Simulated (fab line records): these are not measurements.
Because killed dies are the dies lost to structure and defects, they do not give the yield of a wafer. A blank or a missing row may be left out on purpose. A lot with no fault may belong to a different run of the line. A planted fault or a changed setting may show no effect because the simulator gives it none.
fab line records	flow n5_finfet
record: lots: 11	wafers: 30	last_day: 21
route steps=1938 shown BEOL_M7@1310 BEOL_M8@1332 PASSIVATION@1936
lots untouched by any fault: they come from a run of this same line in which no faults occurred
start_h: start of the lot's first displayed wafer, in hours after the record's first day	wait_h: hours elapsed since this lot's preceding step	" repeats the value in the row above	L1.1+2: one row covering several wafers at once	- no value, or no start given	* or withheld: withheld	< > ~ a bound
route shown NAME@n: NAME is a module with steps in the file, n the number in the route of the first one	usual: mean/standard deviation taken from wafers without a fault	same: alike in all rows	chamber/n: place in a boat	sites: per-site readings	_std_site: how widely they spread, as a standard deviation	_edge_site: mean of outer sites minus mean of inner sites	radius_mm: for every site, how far away it sits from the centre of the wafer	mask NAME#n: copy n	behind: the tool/chamber that last shaped the wafer	hold: why the lot was held/for how many hours/how that ended	device: the transistor (n, p or np) that didn't switch	end of line: tests of these same wafers at the route's end	where a step has no rows: the recipe by itself	killed: not the wafer's yield, but the dies lost to structure and defects at the first sort	map: a wafer's dies, x killed, . not, _ none there
set.NAME: the setting as run; set.NAME@STEP: as run at that earlier step	model.NAME: the simulator's own value behind a step, which no gauge read
the route's steps for a sample of lots (tables are steps, rows are wafers)
services: the hour from which a tool's chamber was out of use, counted from the record's first day as start_h (under 0 if before that day), plus the number of hours and why
== steps ==
step: N5_BEOL_M7_STRIP_80
recipe: chemistry: N2/H2	time_s: 10	power_w: 450	temp_c: 40	pressure_mtorr: 20	rf_frequency_hz: 6e+07	bias_power_w: 7	n2_flow_sccm: 200	h2_flow_sccm: 200
usual: drypump_motor_current_A: 5.6/0.44	n2_flow_sccm: 200.0/0.62	oes_product_au: 0.78/0.092	rf_vpp_V: 59.3/0.85	showerhead_plenum_p_Torr: 2.55/0.098	throttle_valve_pct: 23.8/0.43
lot.wafer	tool	chamber	start_h	wait_h	drypump_motor_current_A	n2_flow_sccm	oes_product_au	rf_hours_counter_h	rf_vpp_V	showerhead_plenum_p_Torr	throttle_valve_pct
L885.2	rie_diel-06	3	-	-	6.1	199.8	0.91	30	59.5	2.58	23.5
L885.3	"	2	"	"	5.6	200.5	0.69	249	58.0	2.48	23.7
L885.5	"	2	"	"	5.6	201.0	0.69	-	60.1	2.48	23.7
L883.2	rie_diel-05	0	-	-	5.0	200.9	0.70	204	58.9	2.40	23.8
L883.4	"	3	"	"	5.8	200.3	0.70	194	59.3	2.42	23.6
L884.2	rie_diel-05	3	-	-	5.7	199.7	0.70	195	58.5	2.42	23.6
L884.4	"	2	"	"	6.1	201.4	0.75	158	60.3	2.67	24.2
L884.6	"	3	"	"	5.8	199.9	0.70	-	59.3	2.42	23.5
L888.2	rie_diel-02	3	-	-	5.7	199.0	0.81	112	59.2	2.48	24.7
L888.4	"	0	"	"	4.8	200.3	0.95	12	59.6	2.69	23.9
L888.5	"	0	"	"	4.8	200.4	0.94	-	60.4	2.69	23.9
L889.3	rie_diel-02	3	-	-	5.7	200.5	0.79	124	60.7	2.48	24.7
L889.5	"	2	"	"	5.0	199.8	0.96	-	59.7	2.60	23.5
L889.6	"	3	"	"	5.7	200.6	0.80	-	58.3	2.48	24.7
L898.3	rie_diel-02	2	-	-	5.1	199.2	0.92	14	58.7	2.59	23.5
L898.4	"	2	"	"	5.0	200.2	0.92	-	59.6	2.59	23.5
L896.2	rie_diel-06	2	-	-	5.5	200.0	0.93	18	60.3	2.47	23.1
L896.5	"	2	"	"	5.5	199.5	0.94	-	60.3	2.47	23.1
L896.6	"	3	"	"	6.1	199.9	0.86	-	59.3	2.57	23.6
L895.2	rie_diel-05	3	-	-	5.7	199.6	0.68	223	60.0	2.41	23.6
L895.5	"	3	"	"	5.7	199.8	0.68	-	57.6	2.41	23.6
L902.2	rie_diel-05	0	-	-	5.0	200.2	0.68	233	58.3	2.39	23.9
L902.3	"	1	"	"	5.6	201.1	0.95	3	60.3	2.62	23.6
L902.4	"	2	"	"	6.1	200.3	0.72	191	58.4	2.66	24.2
L904.1	rie_diel-02	3	-	-	5.7	200.7	0.78	141	58.0	2.47	24.7
L904.2	"	2	"	"	5.0	199.9	0.93	21	59.0	2.59	23.5
L904.5	"	3	"	"	5.7	198.9	0.79	-	59.0	2.47	24.7
L901.2	rie_diel-06	1	-	-	5.6	200.0	0.74	153	59.5	2.62	23.2
L901.3	"	2	"	"	5.6	200.1	0.91	28	58.5	2.47	23.2
L901.6	"	3	"	"	6.1	199.9	0.84	-	59.0	2.56	23.6
step: N5_BEOL_M7_ECD_50
recipe: material: Cu	target_thk_a: 3000
lot.wafer	tool	chamber	start_h	wait_h
L885.2+3+5	ecd_cu-01	0,1,0	289.37	0.1
L883.2+4	ecd_cu-01	0,1	299.02	0.1
L884.2+4+6	ecd_cu-02	1	300.16	0.1
L888.2+4+5	ecd_cu-01	1,1,0	305.50	0.1
L889.3+5+6	ecd_cu-02	0,1,0	339.20	0.1
L898.3+4	ecd_cu-01	0,1	373.88	0.1
L896.2+5+6	ecd_cu-01	1,1,0	385.77	0.1
L895.2+5	ecd_cu-01	1	388.34	0.1
L902.2+3+4	ecd_cu-02	1,0,1	395.68	0.1
L904.1+2+5	ecd_cu-02	0,1,0	397.09	0.1
L901.2+3+6	ecd_cu-02	0	417.46	0.1
step: N5_BEOL_M7_CMP_52
recipe: stop_on: SiCOH_lowk	t_overpolish_s: 6.9	down_force_psi: 1	platen_rpm: 50	clearing_platen_down_force_psi: 1.5	clearing_platen_rpm: 50	post_cmp_clean: cu_alkaline	target_thk_nm: 80	clearing_platen_pad_velocity_m_s: 0.99484	pad_velocity_m_s: 0.99484
usual: motor_current_A: 6.2/0.48	retaining_ring_pressure_frac: 1.000/0.0051	time_to_endpoint_s: 63/3.3
lot.wafer	tool	chamber	start_h	wait_h	motor_current_A	retaining_ring_pressure_frac	time_to_endpoint_s
L885.2	cmp-03	2	289.80	0.2	6.8	1.009	66
L885.3	"	3	"	"	6.0	0.997	64
L885.5	"	3	"	"	5.8	0.998	65
L883.4	cmp-02	3	299.53	0.1	6.6	0.997	62
L883.2	"	2	"	"	6.1	1.002	63
L884.2	cmp-03	0	300.83	0.3	6.2	1.005	66
L884.4	"	1	"	"	6.4	1.001	72
L884.6	"	3	"	"	5.7	0.998	68
L888.4	cmp-02	1	306.28	0.1	6.2	1.003	65
L888.2	"	0	"	"	6.4	1.001	65
L888.5	"	2	"	"	6.3	0.996	60
L889.3	cmp-01	2	339.58	0.2	5.8	1.007	59
L889.6	"	2	"	"	5.9	0.997	59
L889.5	"	3	"	"	5.6	1.004	65
L898.3	cmp-03	2	374.28	0.2	6.7	1.005	40
L898.4	"	3	"	"	5.8	1.003	59
L896.2	cmp-03	1	386.40	0.2	6.7	1.005	68
L896.5	"	0	"	"	6.8	0.997	43
L896.6	"	1	"	"	6.5	0.997	68
L895.2	cmp-01	3	388.81	0.2	5.2	0.998	62
L895.5	"	0	"	"	7.1	1.005	44
L902.4	cmp-01	3	396.32	0.2	5.7	1.007	61
L902.3	"	0	"	"	6.6	0.998	63
L902.2	"	1	"	"	5.4	0.995	59
L904.1	cmp-02	2	397.92	0.3	6.1	0.986	61
L904.2	"	0	"	"	6.1	0.998	60
L904.5	"	2	"	"	5.8	0.989	63
L901.3	cmp-01	1	417.89	0.2	5.2	0.999	61
L901.2	"	3	"	"	5.5	1.002	63
L901.6	"	0	"	"	6.4	0.993	68
step: N5_BEOL_M8_ILD_DEP_00
recipe: material: SiCOH_lowk	target_thk_a: 1797.5	temp_c: 300	precursor: DEMS/porogen	pressure_torr: 5	rf_w: 500	time_s: 33.4
usual: heater_power_w: 328/36	showerhead_plenum_p_Torr: 5.738/0.013	susceptor_temp_C: 299.96/0.21	throttle_valve_pct: 14.1/1.2
lot.wafer	tool	chamber	start_h	wait_h	heater_power_w	showerhead_plenum_p_Torr	susceptor_temp_C	throttle_valve_pct
L885.2	pecvd-04	1	290.29	0.0	294	5.737	299.98	15.6
L885.3	"	2	"	"	331	5.738	299.74	12.8
L885.5	"	1	"	"	305	5.748	300.29	15.5
L883.2	pecvd-04	1	300.01	0.0	338	5.757	300.15	15.7
L883.4	"	2	"	"	331	5.718	299.70	12.7
L884.2	pecvd-02	1	301.24	0.0	346	5.730	299.94	14.3
L884.4	"	2	"	"	347	5.709	299.86	13.0
L884.6	"	0	"	"	267	5.734	300.26	13.2
L888.2	pecvd-04	2	306.77	0.0	367	5.730	300.32	12.8
L888.4	"	0	"	"	334	5.732	299.92	15.4
L888.5	"	1	"	"	301	5.748	299.52	15.9
L889.3	pecvd-04	2	340.09	0.1	388	5.724	299.98	12.8
L889.5	"	2	"	"	393	5.733	300.25	13.1
L889.6	"	0	"	"	357	5.758	299.82	15.1
L898.3	pecvd-04	0	374.73	0.0	358	5.751	299.96	15.4
L898.4	"	0	"	"	361	5.734	299.75	15.3
L896.2	pecvd-04	0	386.85	0.0	304	5.743	300.31	15.4
L896.5	"	2	"	"	308	5.733	300.33	13.0
L896.6	"	0	"	"	305	5.725	300.05	15.2
L895.2	pecvd-01	1	389.33	0.0	335	5.747	300.01	12.7
L895.5	"	0	"	"	298	5.728	300.08	15.0
L902.2	pecvd-04	1	396.77	0.0	310	5.742	299.57	16.0
L902.3	"	0	"	"	315	5.755	299.64	15.0
L902.4	"	2	"	"	368	5.729	300.34	12.8
L904.1	pecvd-01	0	398.49	0.0	252	5.728	300.03	14.9
L904.2	"	2	"	"	324	5.739	299.93	13.3
L904.5	"	2	"	"	337	5.743	299.77	13.4
L901.2	pecvd-02	1	418.35	0.0	365	5.738	299.85	13.5
L901.3	"	2	"	"	388	5.716	300.07	13.1
L901.6	"	2	"	"	381	5.744	300.13	13.0
step: N5_BEOL_M8_THK_MEAS_01
recipe: reads: SiCOH_lowk_of_BEOL_M8_ILD_DEP_00
usual: M8_ILD_THK: 155.5/2.3
lot.wafer	tool	chamber	start_h	wait_h	M8_ILD_THK[nm]
L885.2	film_metro-02	-	290.98	0.4	153.3
L885.3	"	-	"	"	156.6
L885.5	"	-	"	"	153.7
L883.2	film_metro-01	-	300.59	0.4	153.3
L883.4	"	-	"	"	157.9
L884.2	film_metro-02	-	301.82	0.4	150.6
L884.4	"	-	"	"	153.6
L884.6	"	-	"	"	157.3
L888.2	film_metro-01	-	307.36	0.4	155.9
L888.4	"	-	"	"	157.4
L888.5	"	-	"	"	154.3
L889.3	film_metro-02	-	341.35	0.5	155.7
L889.5	"	-	"	"	158.7
L889.6	"	-	"	"	154.2
L898.3	film_metro-02	-	376.24	0.3	154.8
L898.4	"	-	"	"	156.0
L896.2	film_metro-02	-	387.42	0.4	155.6
L896.5	"	-	"	"	157.9
L896.6	"	-	"	"	156.4
L895.2	film_metro-01	-	390.14	0.4	155.7
L895.5	"	-	"	"	159.9
L902.2	film_metro-02	-	397.35	0.4	155.3
L902.3	"	-	"	"	155.6
L902.4	"	-	"	"	159.9
L904.1	film_metro-01	-	399.07	0.4	155.7
L904.2	"	-	"	"	155.1
L904.5	"	-	"	"	157.1
L901.2	film_metro-01	-	419.00	0.4	153.6
L901.3	"	-	"	"	151.7
L901.6	"	-	"	"	154.8
step: N5_PASSIVATION_PROBE_49
usual: defect_limited_yield: 90.9/1.6	killed_at_M0_to_M3: 37/11	killed_at_M4_up: 15/5.6	killed_at_contacts: 13/6.4	killed_at_front_end: 39/11	killed_at_other: 4/3.1	killed_dies: 107/19	killed_open: 71/14	killed_short: 34/7.8	sort_bin_4_leakage: 0.01/0.053	sort_bin_5_function: 5.3/1	sort_bin_6_memory: 3.4/0.72	sort_n_pass: 1072/20	sort_yield_pct: 90.9/1.7
same: gross_dies: 1180	killed_at_back_side: 0	sort_bin_8_speed[%]: 0
lot.wafer	tool	chamber	start_h	wait_h	defect_limited_yield[%]	killed_at_M0_to_M3	killed_at_M4_up	killed_at_contacts	killed_at_front_end	killed_at_other	killed_dies	killed_open	killed_short	sort_bin_4_leakage[%]	sort_bin_5_function[%]	sort_bin_6_memory[%]	sort_n_pass	sort_yield_pct[%]
L885.2	prober-02	-	368.48	0.1	89.5	41	23	26	30	4	124	82	34	0	5.2	4.4	1056	89.5
L885.3	prober-02	-	368.53	0.1	90.3	36	10	15	52	2	115	68	37	0	5.3	3.4	1065	90.3
L885.5	prober-02	-	368.63	0.2	88.6	33	22	16	50	14	135	78	48	0	5.8	4.6	1045	88.6
L883.2	prober-01	-	370.53	0.1	91.1	43	14	10	32	6	105	62	38	0	4.7	3.6	1075	91.1
L883.4	prober-01	-	370.63	0.2	94.2	21	15	4	27	2	69	40	25	0	3.7	2.1	1111	94.2
L884.2	prober-02	-	370.95	0.1	90.9	44	26	4	31	2	107	79	27	0	5.7	3.0	1073	90.9
L884.4	prober-02	-	371.05	0.2	92.0	41	10	6	34	3	94	60	31	0	4.5	3.1	1086	92.0
L884.6	prober-02	-	371.15	0.3	92.3	30	15	9	37	0	91	64	25	0	5.3	2.2	1089	92.3
L888.2	prober-02	-	395.33	0.1	92.5	35	18	17	17	2	89	65	21	0	4.4	3.0	1091	92.5
L888.4	prober-02	-	395.43	0.2	91.4	33	29	15	25	0	102	66	33	0	5.4	2.7	1078	91.4
L888.5	prober-02	-	395.48	0.2	92.7	43	12	4	19	8	86	58	26	0	3.9	2.9	1094	92.7
L889.3	prober-02	-	430.31	0.1	88.8	40	20	15	48	9	132	89	41	0	7.0	4.0	1048	88.8
L889.5	prober-02	-	430.41	0.2	88.2	45	25	21	41	7	139	101	34	0.51	6.6	4.8	1035	87.7
L889.6	prober-02	-	430.46	0.3	90.5	47	20	10	28	7	112	68	42	0	4.7	4.2	1068	90.5
L898.3	prober-01	-	447.85	0.1	90.4	34	23	24	31	1	113	68	43	0	5.8	3.5	1067	90.4
L898.4	prober-01	-	447.90	0.2	91.8	24	14	23	34	2	97	68	27	0	4.9	3.2	1083	91.8
L895.2	prober-01	-	467.98	0.1	89.8	53	15	19	28	5	120	76	42	0	6.0	3.6	1060	89.8
L895.5	prober-01	-	468.13	0.2	89.5	58	7	27	24	8	124	84	38	0	6.4	4.0	1056	89.5
L896.2	prober-02	-	469.07	0.1	92.3	28	9	5	49	0	91	72	18	0	4.1	3.1	1089	92.3
L896.5	prober-02	-	469.22	0.2	89.6	39	23	5	53	3	123	87	33	0	5.7	4.3	1057	89.6
L896.6	prober-02	-	469.27	0.3	91.7	35	14	4	38	7	98	65	30	0	4.7	3.2	1082	91.7
L904.1	prober-02	-	479.04	0.0	93.6	39	10	12	14	1	76	54	21	0	4.2	2.1	1104	93.6
L904.2	prober-02	-	479.09	0.1	91.5	54	10	9	26	1	100	67	32	0	4.9	3.4	1080	91.5
L904.5	prober-02	-	479.24	0.2	91.9	47	10	10	24	5	96	64	32	0	4.5	3.4	1084	91.9
L901.2	prober-02	-	494.88	0.1	85.6	67	14	36	47	6	170	121	48	0	9.0	4.8	1010	85.6
L901.3	prober-02	-	494.93	0.1	89.7	40	21	15	44	2	122	80	42	0	6.2	4.0	1058	89.7
L901.6	prober-02	-	495.08	0.3	90.4	39	21	22	30	1	113	83	30	0	6.3	3.0	1067	90.4
L902.2	prober-01	-	496.22	0.1	92.7	25	15	10	34	2	86	56	29	0	4.4	2.7	1094	92.7
L902.3	prober-01	-	496.27	0.1	90.5	36	11	10	52	3	112	72	38	0	5.9	3.2	1068	90.5
L902.4	prober-01	-	496.32	0.2	89.8	48	17	18	36	1	120	95	24	0	6.1	3.7	1060	89.8
killed by level:class
L885.2 MOL_CONTACT_COAG:geometric_particle:open=22 BEOL_M4:geometric_particle:open=12 DUMMY_GATE:geometric_particle:open=9 BEOL_M0_SAQP:geometric_particle:short=9 BEOL_M3:geometric_particle:open=8 BEOL_M2:geometric_particle:open=7 BEOL_M0_SAQP:geometric_particle:open=6 BEOL_M5:geometric_particle:open=5
L885.3 MOL_CONTACT_COAG:geometric_particle:open=12 FIN_SAQP:geometric_particle:open=10 FIN_SAQP:geometric_particle:short=9 HKMG_FIN:area_etch=8 BEOL_M2:geometric_particle:open=7 STI_FIN_REVEAL:geometric_particle:open=6 BEOL_M0_SAQP:geometric_particle:short=6 BEOL_M0_SAQP:geometric_particle:open=6
L885.5 FIN_SAQP:geometric_particle:short=11 BEOL_M4:geometric_particle:open=10 FIN_SAQP:geometric_particle:open=9 MOL_CONTACT_COAG:geometric_particle:open=9 BEOL_M3:geometric_particle:open=8 BEOL_M5:geometric_particle:open=7 MOL_CONTACT_COAG:geometric_particle:short=7 BEOL_M0_SAQP:geometric_particle:open=7
L883.2 BEOL_M0_SAQP:geometric_particle:open=15 BEOL_M0_SAQP:geometric_particle:short=13 GATE_CUT:geometric_particle:short=9 MOL_CONTACT_COAG:geometric_particle:open=7 FIN_SAQP:geometric_particle:open=6 GATE_CUT:geometric_particle:open=5 BEOL_M1:geometric_particle:open=5 BEOL_M4:geometric_particle:open=4
L883.4 BEOL_M0_SAQP:geometric_particle:short=7 BEOL_M4:geometric_particle:open=6 DUMMY_GATE:geometric_particle:open=4 GATE_CUT:geometric_particle:open=4 FIN_SAQP:geometric_particle:short=3 FIN_SAQP:geometric_particle:open=3 GATE_CUT:geometric_particle:short=3 BEOL_M0_SAQP:geometric_particle:open=3
L884.2 BEOL_M0_SAQP:geometric_particle:open=15 BEOL_M4:geometric_particle:open=12 BEOL_M2:geometric_particle:open=11 BEOL_M3:geometric_particle:open=7 STI_FIN_REVEAL:geometric_particle:open=6 FIN_SAQP:geometric_particle:open=5 BEOL_M0_SAQP:geometric_particle:short=5 GATE_CUT:geometric_particle:open=4
L884.4 BEOL_M0_SAQP:geometric_particle:open=11 DUMMY_GATE:geometric_particle:open=8 BEOL_M0_SAQP:geometric_particle:short=8 BEOL_M3:geometric_particle:open=7 BEOL_M4:geometric_particle:open=6 BEOL_M2:geometric_particle:open=6 STI_FIN_REVEAL:geometric_particle:open=5 GATE_CUT:geometric_particle:short=4
L884.6 BEOL_M4:geometric_particle:open=9 FIN_SAQP:geometric_particle:open=7 STI_FIN_REVEAL:geometric_particle:open=7 MOL_CONTACT_COAG:geometric_particle:open=7 BEOL_M2:geometric_particle:open=7 BEOL_M3:geometric_particle:open=7 BEOL_M1:geometric_particle:open=4 STARTING-WAFER:geometric_particle:short=4
L888.2 MOL_CONTACT_COAG:geometric_particle:open=14 BEOL_M2:geometric_particle:open=13 BEOL_M4:geometric_particle:open=9 STI_FIN_REVEAL:geometric_particle:open=5 BEOL_M3:geometric_particle:open=5 FIN_SAQP:geometric_particle:open=3 GATE_CUT:geometric_particle:short=3 MOL_CONTACT_COAG:geometric_particle:short=3
L888.4 BEOL_M4:geometric_particle:open=16 MOL_CONTACT_COAG:geometric_particle:open=13 BEOL_M1:geometric_particle:open=10 FIN_SAQP:geometric_particle:short=9 BEOL_M0_SAQP:geometric_particle:short=5 FIN_SAQP:geometric_particle:open=4 BEOL_M0:geometric_particle:short=4 BEOL_M4:geometric_particle:short=4
L888.5 BEOL_M1:geometric_particle:open=12 BEOL_M2:geometric_particle:open=8 BEOL_M0_SAQP:geometric_particle:open=5 BEOL_M0_SAQP:geometric_particle:short=5 BEOL_M0:geometric_particle:open=4 FIN_SAQP:geometric_particle:open=3 ILD0:geometric_particle:open=3 MOL_CONTACT_COAG:geometric_particle:open=3
L889.3 DUMMY_GATE:geometric_particle:open=13 MOL_CONTACT_COAG:geometric_particle:open=12 BEOL_M4:geometric_particle:open=12 BEOL_M1:geometric_particle:open=11 BEOL_M2:geometric_particle:open=11 FIN_SAQP:geometric_particle:short=8 STI_FIN_REVEAL:geometric_particle:open=8 FIN_SAQP:geometric_particle:open=7
L889.5 MOL_CONTACT_COAG:geometric_particle:open=18 BEOL_M2:geometric_particle:open=15 BEOL_M0_SAQP:geometric_particle:open=14 BEOL_M4:geometric_particle:open=13 FIN_SAQP:geometric_particle:open=10 DUMMY_GATE:geometric_particle:open=7 FIN_SAQP:geometric_particle:short=6 STI_FIN_REVEAL:geometric_particle:open=4
L889.6 BEOL_M4:geometric_particle:open=14 BEOL_M2:geometric_particle:open=13 MOL_CONTACT_COAG:geometric_particle:open=8 BEOL_M3:geometric_particle:open=8 FIN_SAQP:geometric_particle:short=7 BEOL_M0_SAQP:geometric_particle:short=7 BEOL_M2:geometric_particle:short=6 STARTING-WAFER:geometric_particle:short=4
L898.3 MOL_CONTACT_COAG:geometric_particle:open=19 BEOL_M4:geometric_particle:open=13 FIN_SAQP:geometric_particle:short=9 BEOL_M0_SAQP:geometric_particle:short=7 BEOL_M2:geometric_particle:short=7 BEOL_M0_SAQP:geometric_particle:open=6 BEOL_M2:geometric_particle:open=6 BEOL_M4:geometric_particle:short=5
L898.4 MOL_CONTACT_COAG:geometric_particle:open=22 FIN_SAQP:geometric_particle:open=7 FIN_SAQP:geometric_particle:short=7 STI_FIN_REVEAL:geometric_particle:open=6 BEOL_M0:geometric_particle:open=4 DUMMY_GATE:geometric_particle:open=3 BEOL_M0_SAQP:geometric_particle:short=3 BEOL_M0_SAQP:geometric_particle:open=3
L895.2 BEOL_M1:geometric_particle:open=17 MOL_CONTACT_COAG:geometric_particle:open=15 BEOL_M0_SAQP:geometric_particle:short=9 BEOL_M0_SAQP:geometric_particle:open=8 BEOL_M4:geometric_particle:open=7 BEOL_M3:geometric_particle:open=6 BEOL_M1:geometric_particle:short=5 STI_FIN_REVEAL:geometric_particle:open=4
L895.5 BEOL_M0_SAQP:geometric_particle:open=23 MOL_CONTACT_COAG:geometric_particle:open=21 BEOL_M1:geometric_particle:open=11 BEOL_M3:geometric_particle:open=10 BEOL_M0_SAQP:geometric_particle:short=8 MIM_TOP:geometric_particle:short=7 STI_FIN_REVEAL:geometric_particle:open=6 GATE_CUT:geometric_particle:short=5
L896.2 STI_FIN_REVEAL:geometric_particle:open=15 BEOL_M3:geometric_particle:open=13 DUMMY_GATE:geometric_particle:open=8 FIN_SAQP:geometric_particle:open=6 MOL_CONTACT_COAG:geometric_particle:open=5 BEOL_M1:geometric_particle:open=5 BEOL_M4:geometric_particle:open=5 DUMMY_GATE:geometric_particle:short=4
L896.5 BEOL_M4:geometric_particle:open=17 FIN_SAQP:geometric_particle:open=14 BEOL_M3:geometric_particle:open=12 BEOL_M1:geometric_particle:open=10 STI_FIN_REVEAL:geometric_particle:open=8 FIN_SAQP:geometric_particle:short=7 GATE_CUT:geometric_particle:short=5 DUMMY_GATE:geometric_particle:open=5
L896.6 STI_FIN_REVEAL:geometric_particle:open=9 BEOL_M1:geometric_particle:open=9 DUMMY_GATE:geometric_particle:open=8 BEOL_M4:geometric_particle:open=7 FIN_SAQP:geometric_particle:short=6 BEOL_M3:geometric_particle:open=6 BEOL_M0_SAQP:geometric_particle:open=5 BEOL_M2:geometric_particle:open=4
L904.1 MOL_CONTACT_COAG:geometric_particle:open=11 BEOL_M0_SAQP:geometric_particle:open=10 BEOL_M0_SAQP:geometric_particle:short=8 BEOL_M3:geometric_particle:open=8 BEOL_M1:geometric_particle:open=5 BEOL_M4:geometric_particle:open=5 STI_FIN_REVEAL:geometric_particle:open=3 BEOL_M2:geometric_particle:open=3
L904.2 BEOL_M2:geometric_particle:open=14 BEOL_M0_SAQP:geometric_particle:open=10 MOL_CONTACT_COAG:geometric_particle:open=9 BEOL_M0_SAQP:geometric_particle:short=6 BEOL_M1:geometric_particle:short=6 BEOL_M1:geometric_particle:open=6 BEOL_M3:geometric_particle:open=6 BEOL_M4:geometric_particle:open=5
L904.5 BEOL_M2:geometric_particle:open=13 BEOL_M3:geometric_particle:open=10 MOL_CONTACT_COAG:geometric_particle:open=7 DUMMY_GATE:geometric_particle:open=6 BEOL_M0_SAQP:geometric_particle:open=6 BEOL_M0_SAQP:geometric_particle:short=5 BEOL_M1:geometric_particle:open=5 FIN_SAQP:geometric_particle:short=3
L901.2 MOL_CONTACT_COAG:geometric_particle:open=31 BEOL_M0_SAQP:geometric_particle:open=16 BEOL_M0_SAQP:geometric_particle:short=14 BEOL_M1:geometric_particle:open=13 BEOL_M2:geometric_particle:open=13 DUMMY_GATE:geometric_particle:open=9 FIN_SAQP:geometric_particle:short=8 STI_FIN_REVEAL:geometric_particle:open=8
L901.3 BEOL_M0_SAQP:geometric_particle:short=13 MOL_CONTACT_COAG:geometric_particle:open=13 BEOL_M0_SAQP:geometric_particle:open=13 GATE_CUT:geometric_particle:short=10 FIN_SAQP:geometric_particle:open=8 STI_FIN_REVEAL:geometric_particle:open=8 BEOL_M4:geometric_particle:open=8 BEOL_M2:geometric_particle:open=5
L901.6 MOL_CONTACT_COAG:geometric_particle:open=18 BEOL_M0_SAQP:geometric_particle:open=12 BEOL_M4:geometric_particle:open=11 FIN_SAQP:geometric_particle:open=9 DUMMY_GATE:geometric_particle:open=9 BEOL_M0_SAQP:geometric_particle:short=8 BEOL_M1:geometric_particle:short=5 BEOL_M2:geometric_particle:open=5
L902.2 STI_FIN_REVEAL:geometric_particle:open=10 BEOL_M3:geometric_particle:open=9 MOL_CONTACT_COAG:geometric_particle:open=8 BEOL_M4:geometric_particle:short=6 FIN_SAQP:geometric_particle:open=5 BEOL_M0_SAQP:geometric_particle:short=5 STI_FIN_REVEAL:geometric_particle:short=3 DUMMY_GATE:geometric_particle:open=3
L902.3 STI_FIN_REVEAL:geometric_particle:open=16 BEOL_M3:geometric_particle:open=9 STI_FIN_REVEAL:geometric_particle:short=7 MOL_CONTACT_COAG:geometric_particle:open=7 BEOL_M0_SAQP:geometric_particle:short=6 FIN_SAQP:geometric_particle:open=5 GATE_CUT:geometric_particle:short=5 BEOL_M0:geometric_particle:open=5
L902.4 MOL_CONTACT_COAG:geometric_particle:open=16 BEOL_M3:geometric_particle:open=14 STI_FIN_REVEAL:geometric_particle:open=12 BEOL_M0_SAQP:geometric_particle:open=10 BEOL_M4:geometric_particle:open=8 FIN_SAQP:geometric_particle:open=7 DUMMY_GATE:geometric_particle:open=6 BEOL_M0_SAQP:geometric_particle:short=6
== services ==
tool	chamber	start_h	hours	kind
cmp-03	-	262.56	-	consumable_replace:conditioner
cmp-03	-	262.56	-	consumable_replace:pad
cmp-02	-	272.36	2.1	repair
rie_diel-06	3	272.62	3.0	repair
rie_diel-05	0	278.72	5.3	repair
rie_diel-06	0	285.76	6.9	repair
cmp-01	-	286.46	1.1	repair
cmp-01	-	307.26	7.8	pm
rie_diel-02	2	317.30	-	clean
rie_diel-02	2	317.30	-	consumable_replace:focus_ring
rie_diel-02	2	317.30	12.3	scheduled_down
rie_diel-02	2	317.30	12.3	vent_cycle
pecvd-04	1	338.79	16.5	scheduled_down
rie_diel-05	0	344.40	2.8	repair
cmp-03	-	345.46	2.0	repair
rie_diel-05	1	347.18	-	clean
cmp-03	-	351.98	2.6	repair
rie_diel-02	1	367.74	5.0	repair
cmp-02	-	387.25	5.8	pm
pecvd-02	2	391.50	18.6	repair
rie_diel-06	0	401.30	8.8	repair
rie_diel-06	0	411.47	6.5	repair
pecvd-04	1	412.96	2.1	scheduled_down
rie_diel-02	2	417.51	2.8	repair
== key ==
first_sign: step: N5_BEOL_M7_CMP_52	reading: time_to_endpoint_s	direction: down	sigmas: 6.3	usual: *	struck: *
effect none on later readings
met_at N5_BEOL_M7_ECD_50
struck_lots L895,L896,L898
struck_wafers L895.5,L896.5,L898.3
not_acting_at N5_BEOL_M7_STRIP_80,N5_BEOL_M8_ILD_DEP_00,N5_BEOL_M8_THK_MEAS_01
onset_between 305.50 373.88
fault: kind: process_parameter_drift	tool: ecd_cu-01	chamber: -	onset_h: 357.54	steps: N5_BEOL_M7_ECD_50	channel: target_thk_a	offset: *	shape: step	end_h: 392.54	scope: struck_wafers_only	acts_in: *	stated: *
